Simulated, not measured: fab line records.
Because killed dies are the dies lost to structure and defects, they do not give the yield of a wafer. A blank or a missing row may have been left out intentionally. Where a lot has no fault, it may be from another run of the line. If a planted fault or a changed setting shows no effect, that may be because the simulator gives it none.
Chamber matching / flow n5 finfet / N5_MOL_CONTACT_COAG_STRIP_98 on rie diel-06: 4 sister chambers
The step strips in N2/H2. 22 wafers are shown with their chamber, then 11 later ones without.

## WAFERS WITH THEIR CHAMBER
wafer=L078.4; chamber=3; drypump motor current A (A)=4.8; showerhead plenum p Torr (Torr)=3.30; throttle valve pct (%)=18.5
wafer=L078.5; chamber=1; drypump motor current A (A)=6.5; showerhead plenum p Torr (Torr)=3.43; throttle valve pct (%)=18.9
wafer=L078.6; chamber=2; drypump motor current A (A)=5.5; showerhead plenum p Torr (Torr)=3.43; throttle valve pct (%)=18.6
wafer=L081.2; chamber=2; drypump motor current A (A)=5.4; showerhead plenum p Torr (Torr)=3.43; throttle valve pct (%)=18.6
wafer=L081.3; chamber=0; drypump motor current A (A)=5.3; showerhead plenum p Torr (Torr)=3.48; throttle valve pct (%)=19.0
wafer=L081.5; chamber=2; drypump motor current A (A)=5.4; showerhead plenum p Torr (Torr)=3.43; throttle valve pct (%)=18.6
wafer=L083.3; chamber=2; drypump motor current A (A)=5.5; showerhead plenum p Torr (Torr)=3.42; throttle valve pct (%)=18.7
wafer=L083.4; chamber=3; drypump motor current A (A)=4.8; showerhead plenum p Torr (Torr)=3.30; throttle valve pct (%)=18.5
wafer=L083.5; chamber=2; drypump motor current A (A)=5.5; showerhead plenum p Torr (Torr)=3.42; throttle valve pct (%)=18.6
wafer=L084.1; chamber=0; drypump motor current A (A)=5.3; showerhead plenum p Torr (Torr)=3.47; throttle valve pct (%)=19.0
wafer=L084.4; chamber=3; drypump motor current A (A)=4.8; showerhead plenum p Torr (Torr)=3.29; throttle valve pct (%)=18.5
wafer=L084.6; chamber=0; drypump motor current A (A)=5.3; showerhead plenum p Torr (Torr)=3.47; throttle valve pct (%)=19.0
wafer=L085.1; chamber=1; drypump motor current A (A)=6.5; showerhead plenum p Torr (Torr)=3.43; throttle valve pct (%)=18.9
wafer=L085.4; chamber=3; drypump motor current A (A)=4.8; showerhead plenum p Torr (Torr)=3.29; throttle valve pct (%)=18.5
wafer=L085.6; chamber=1; drypump motor current A (A)=6.5; showerhead plenum p Torr (Torr)=3.43; throttle valve pct (%)=18.9
wafer=L086.1; chamber=0; drypump motor current A (A)=5.3; showerhead plenum p Torr (Torr)=3.47; throttle valve pct (%)=19.0
wafer=L086.2; chamber=2; drypump motor current A (A)=5.5; showerhead plenum p Torr (Torr)=3.42; throttle valve pct (%)=18.3
wafer=L086.3; chamber=1; drypump motor current A (A)=6.5; showerhead plenum p Torr (Torr)=3.43; throttle valve pct (%)=18.9
wafer=L090.1; chamber=3; drypump motor current A (A)=4.8; showerhead plenum p Torr (Torr)=3.29; throttle valve pct (%)=18.5
wafer=L090.2; chamber=1; drypump motor current A (A)=6.5; showerhead plenum p Torr (Torr)=3.42; throttle valve pct (%)=18.9
wafer=L090.6; chamber=1; drypump motor current A (A)=6.5; showerhead plenum p Torr (Torr)=3.42; throttle valve pct (%)=18.9
wafer=L091.2; chamber=1; drypump motor current A (A)=6.5; showerhead plenum p Torr (Torr)=3.42; throttle valve pct (%)=18.9

SIGNATURES (means of the wafers above)
reading=drypump motor current A; chamber 0=5.300; chamber 1=6.500; chamber 2=5.467; chamber 3=4.800; scatter within a chamber=0.0272
reading=showerhead plenum p Torr; chamber 0=3.4725; chamber 1=3.4257; chamber 2=3.4250; chamber 3=3.2940; scatter within a chamber=0.00536
reading=throttle valve pct; chamber 0=19.000; chamber 1=18.900; chamber 2=18.567; chamber 3=18.500; scatter within a chamber=0.072
Rule: a wafer's distance from a chamber is the root of the sum, over the readings, of the square of ((its reading less the chamber's mean) divided by the reading's scatter). If the next closest chamber is less than 2 further off than the closest, the wafer can't be placed; otherwise it belongs to the closest. How the scatter is found: for the shown wafers, subtract from each reading the mean of its chamber, square and add these, divide the total by (wafers less chambers), then take the root.

## WAFERS WITH NO CHAMBER GIVEN
wafer=L091.3; drypump motor current A (A)=5.3; showerhead plenum p Torr (Torr)=3.46; throttle valve pct (%)=19.0
wafer=L091.4; drypump motor current A (A)=4.8; showerhead plenum p Torr (Torr)=3.29; throttle valve pct (%)=18.5
wafer=L092.2; drypump motor current A (A)=6.4; showerhead plenum p Torr (Torr)=3.42; throttle valve pct (%)=18.9
wafer=L092.4; drypump motor current A (A)=5.4; showerhead plenum p Torr (Torr)=3.42; throttle valve pct (%)=18.3
wafer=L092.6; drypump motor current A (A)=5.5; showerhead plenum p Torr (Torr)=3.42; throttle valve pct (%)=18.3
wafer=L094.2; drypump motor current A (A)=4.8; showerhead plenum p Torr (Torr)=3.28; throttle valve pct (%)=18.5
wafer=L094.3; drypump motor current A (A)=5.3; showerhead plenum p Torr (Torr)=3.46; throttle valve pct (%)=19.0
wafer=L094.5; drypump motor current A (A)=5.5; showerhead plenum p Torr (Torr)=3.42; throttle valve pct (%)=18.3
wafer=L095.1; drypump motor current A (A)=6.5; showerhead plenum p Torr (Torr)=3.42; throttle valve pct (%)=18.9
wafer=L095.2; drypump motor current A (A)=4.8; showerhead plenum p Torr (Torr)=3.28; throttle valve pct (%)=18.6
wafer=L095.4; drypump motor current A (A)=5.4; showerhead plenum p Torr (Torr)=3.41; throttle valve pct (%)=18.3

## WHICH CHAMBER EACH ONE RAN IN
wafer=L091.3; from the rows above=0; in truth=0
wafer=L091.4; from the rows above=3; in truth=3
wafer=L092.2; from the rows above=1; in truth=1
wafer=L092.4; from the rows above=2; in truth=2
wafer=L092.6; from the rows above=2; in truth=2
wafer=L094.2; from the rows above=3; in truth=3
wafer=L094.3; from the rows above=0; in truth=0
wafer=L094.5; from the rows above=2; in truth=2
wafer=L095.1; from the rows above=1; in truth=1
wafer=L095.2; from the rows above=3; in truth=3
wafer=L095.4; from the rows above=2; in truth=2
Correctly placed: 11 of 11. Number that these rows cannot place: 0. 0 placed wrongly.
